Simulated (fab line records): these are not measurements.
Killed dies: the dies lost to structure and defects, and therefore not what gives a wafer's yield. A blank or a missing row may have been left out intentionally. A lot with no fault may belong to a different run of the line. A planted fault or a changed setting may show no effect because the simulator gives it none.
Chamber matching :: flow n5Finfet :: N5_BEOL_M14_ETCH_59 on rieDiel-06 has 4 sister chambers
The step etches BARC in N2/H2, target depth 89 nm, overetch 26.7 nm, time 67.9 s. 8 wafers are shown with their chamber, then 12 later ones without.

== WAFERS WITH THEIR CHAMBER ==
wafer: L080.3
chamber: 0
drypumpMotorCurrentA (A): 5.2
showerheadPlenumPTorr (Torr): 2.60

wafer: L080.5
chamber: 0
drypumpMotorCurrentA (A): 5.3
showerheadPlenumPTorr (Torr): 2.60

wafer: L082.1
chamber: 3
drypumpMotorCurrentA (A): 5.9
showerheadPlenumPTorr (Torr): 2.43

wafer: L085.6
chamber: 1
drypumpMotorCurrentA (A): 5.2
showerheadPlenumPTorr (Torr): 2.47

wafer: L084.5
chamber: 3
drypumpMotorCurrentA (A): 5.9
showerheadPlenumPTorr (Torr): 2.42

wafer: L089.1
chamber: 2
drypumpMotorCurrentA (A): 5.1
showerheadPlenumPTorr (Torr): 2.60

wafer: L089.4
chamber: 1
drypumpMotorCurrentA (A): 5.2
showerheadPlenumPTorr (Torr): 2.47

wafer: L089.6
chamber: 2
drypumpMotorCurrentA (A): 5.1
showerheadPlenumPTorr (Torr): 2.60

== WAFERS WITH NO CHAMBER GIVEN ==
wafer: L087.2
drypumpMotorCurrentA (A): 5.9
showerheadPlenumPTorr (Torr): 2.42

wafer: L087.3
drypumpMotorCurrentA (A): 5.2
showerheadPlenumPTorr (Torr): 2.47

wafer: L087.6
drypumpMotorCurrentA (A): 5.9
showerheadPlenumPTorr (Torr): 2.42

wafer: L088.2
drypumpMotorCurrentA (A): 5.2
showerheadPlenumPTorr (Torr): 2.47

wafer: L088.3
drypumpMotorCurrentA (A): 5.9
showerheadPlenumPTorr (Torr): 2.42

wafer: L088.4
drypumpMotorCurrentA (A): 5.2
showerheadPlenumPTorr (Torr): 2.47

wafer: L090.3
drypumpMotorCurrentA (A): 5.9
showerheadPlenumPTorr (Torr): 2.42

wafer: L090.4
drypumpMotorCurrentA (A): 5.2
showerheadPlenumPTorr (Torr): 2.60

wafer: L090.6
drypumpMotorCurrentA (A): 5.9
showerheadPlenumPTorr (Torr): 2.42

wafer: L092.3
drypumpMotorCurrentA (A): 5.9
showerheadPlenumPTorr (Torr): 2.42

wafer: L092.5
drypumpMotorCurrentA (A): 5.9
showerheadPlenumPTorr (Torr): 2.42

wafer: L092.6
drypumpMotorCurrentA (A): 5.2
showerheadPlenumPTorr (Torr): 2.47

== EACH ONE'S CHAMBER ==
wafer: L087.2
from the rows above: 3
in truth: 3

wafer: L087.3
from the rows above: 1
in truth: 1

wafer: L087.6
from the rows above: 3
in truth: 3

wafer: L088.2
from the rows above: 1
in truth: 1

wafer: L088.3
from the rows above: 3
in truth: 3

wafer: L088.4
from the rows above: 1
in truth: 1

wafer: L090.3
from the rows above: 3
in truth: 3

wafer: L090.4
from the rows above: can't be placed: 0 or 2
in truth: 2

wafer: L090.6
from the rows above: 3
in truth: 3

wafer: L092.3
from the rows above: 3
in truth: 3

wafer: L092.5
from the rows above: 3
in truth: 3

wafer: L092.6
from the rows above: 1
in truth: 1
Placed correctly: 11 of 12. Cannot be placed on the basis of these rows: 1; the candidates contain the true chamber in 1. Wrongly placed: 0.
How it was worked out, from the rows above alone: a wafer's distance from a chamber is the root of the sum, over the readings, of the square of ((its reading less the chamber's mean) divided by the reading's scatter). The wafer belongs to the nearest chamber; if the next one is less than 2 further off, it can't be placed. Each chamber's mean is taken over the wafers shown for it. The scatter: the root of (the sum of the squares of (reading less its chamber's mean) over the shown wafers, divided by (wafers less chambers)).
